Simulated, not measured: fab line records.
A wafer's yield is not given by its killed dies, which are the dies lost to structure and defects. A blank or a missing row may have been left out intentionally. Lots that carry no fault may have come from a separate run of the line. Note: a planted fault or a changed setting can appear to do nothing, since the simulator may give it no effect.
Matching of chambers    flow n5-finfet    N5_BEOL_M12_ETCH_38 on rie-diel-05 has 4 sister chambers
The step etches SiCN in CF4/N2, target depth 68.7 nm, time 73.4 s. 18 wafers are shown with their chamber, then 9 later ones without.

## WAFERS, EACH WITH ITS CHAMBER
wafer   chamber  showerhead-plenum-p-Torr (Torr)  drypump-motor-current-A (A)  throttle-valve-pct (%)
L078.2  3        2.25                             5.0                          15.62
L078.3  2        2.03                             5.7                          15.87
L078.4  1        2.13                             5.5                          15.26
L081.3  0        2.10                             4.9                          15.74
L081.4  1        2.13                             5.6                          15.27
L081.6  0        2.10                             4.8                          15.75
L085.1  2        2.03                             5.7                          15.93
L085.4  1        2.13                             5.6                          15.30
L085.5  2        2.03                             5.7                          15.92
L088.2  1        2.13                             5.6                          15.31
L088.5  3        2.25                             5.0                          15.13
L088.6  2        2.02                             5.7                          15.95
L089.1  3        2.25                             5.0                          15.14
L089.4  1        2.13                             5.5                          15.32
L089.6  3        2.25                             5.0                          15.14
L090.1  1        2.12                             5.6                          15.33
L090.3  2        2.02                             5.7                          15.94
L090.5  2        2.02                             5.7                          15.97

SIGNATURES (means of the wafers above)
reading                   chamber 0  chamber 1  chamber 2  chamber 3  scatter within a chamber
showerhead-plenum-p-Torr  2.1000     2.1283     2.0250     2.2500     0.00408
drypump-motor-current-A   4.850      5.567      5.700      5.000      0.0362
throttle-valve-pct        15.7450    15.2983    15.9300    15.2575    0.115
Rule: distance of a wafer from a chamber = root of the sum over the readings of ((wafer's reading minus chamber's mean) / reading's scatter) squared. The wafer belongs to the nearest chamber; if the next one is less than 2 further off, it can't be placed. How the scatter is found: for the shown wafers, subtract from each reading the mean of its chamber, square and add these, divide the total by (wafers less chambers), then take the root.

## WAFERS WITH NO CHAMBER GIVEN
wafer   showerhead-plenum-p-Torr (Torr)  drypump-motor-current-A (A)  throttle-valve-pct (%)
L094.1  2.12                             5.6                          15.33
L094.2  2.02                             5.7                          15.95
L094.3  2.24                             5.0                          15.16
L094.4  2.36                             4.8                          15.26
L094.5  2.36                             4.9                          15.25
L094.6  2.12                             5.6                          15.32
L095.1  2.12                             5.6                          15.34
L095.2  2.24                             5.0                          15.17
L095.5  2.24                             5.0                          15.17

## THE CHAMBER EACH PASSED THROUGH
wafer    from the rows above   in truth
L094.1   1                     1
L094.2   2                     2
L094.3   3                     3
L094.4   3                     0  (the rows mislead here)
L094.5   3                     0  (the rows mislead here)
L094.6   1                     1
L095.1   1                     1
L095.2   3                     3
L095.5   3                     3
Correct placement for 7 of the 9. Can't be placed from these rows: 0. Placed wrongly: 2.
